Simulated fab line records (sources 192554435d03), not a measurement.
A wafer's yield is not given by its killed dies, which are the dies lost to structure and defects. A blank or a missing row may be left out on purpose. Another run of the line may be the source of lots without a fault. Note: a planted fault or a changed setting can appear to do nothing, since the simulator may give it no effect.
Matching of chambers    flow n5_finfet    rie_diel-01 running N5_SD_EPI_N_ETCH_35: 4 sister chambers
The step etches SOC in N2/H2, overetch 108 nm, time 486 s. 16 wafers are shown with their chamber, then 8 later ones without.

## WAFERS WITH THEIR CHAMBER
wafer   chamber  drypump_motor_current_A (A)  throttle_valve_pct (%)  showerhead_plenum_p_Torr (Torr)
L074.1  0        6.5                          23.70                   2.50
L074.3  1        5.6                          24.07                   2.55
L074.5  0        6.5                          23.70                   2.50
L078.1  2        5.0                          23.48                   2.61
L078.4  1        5.6                          24.09                   2.55
L078.6  0        6.5                          23.71                   2.50
L080.1  3        5.2                          24.08                   2.57
L080.3  2        5.0                          23.49                   2.61
L080.5  1        5.6                          24.08                   2.55
L081.2  0        6.5                          23.71                   2.49
L081.5  1        5.6                          24.10                   2.55
L081.6  2        5.0                          23.49                   2.61
L082.2  1        5.7                          24.10                   2.54
L082.3  2        5.0                          23.49                   2.61
L082.5  0        6.5                          23.74                   2.49
L089.2  0        6.5                          23.74                   2.49

SIGNATURES (means of the wafers above)
reading                   chamber 0  chamber 1  chamber 2  chamber 3  scatter within a chamber
drypump_motor_current_A   6.500      5.620      5.000      5.200      0.0258
throttle_valve_pct        23.7167    24.0880    23.4875    24.0800    0.0144
showerhead_plenum_p_Torr  2.4950     2.5480     2.6100     2.5700     0.00438
Rule: a wafer's distance from a chamber is the root of the sum, over the readings, of the square of ((its reading less the chamber's mean) divided by the reading's scatter). The wafer belongs to the nearest chamber; if the next one is less than 2 further off, it can't be placed. The scatter is the square root of a quotient: the sum, over the shown wafers, of each reading's squared deviation from its chamber's mean, divided by wafers minus chambers.

## WAFERS WITHOUT THEIR CHAMBER
wafer   drypump_motor_current_A (A)  throttle_valve_pct (%)  showerhead_plenum_p_Torr (Torr)
L089.3  5.6                          24.10                   2.54
L089.5  5.0                          23.52                   2.60
L091.1  5.0                          23.52                   2.60
L091.3  5.2                          24.12                   2.56
L091.6  6.5                          23.77                   2.48
L096.2  5.0                          23.53                   2.59
L096.3  5.7                          24.13                   2.53
L096.6  6.5                          23.78                   2.48

## WHICH CHAMBER EACH ONE RAN IN
wafer   from the rows above  in truth
L089.3  1                    1
L089.5  2                    2
L091.1  2                    2
L091.3  3                    3
L091.6  0                    0
L096.2  2                    2
L096.3  1                    1
L096.6  0                    0
Correct placement for 8 of the 8. From these rows, 0 cannot be placed. 0 placed wrongly.
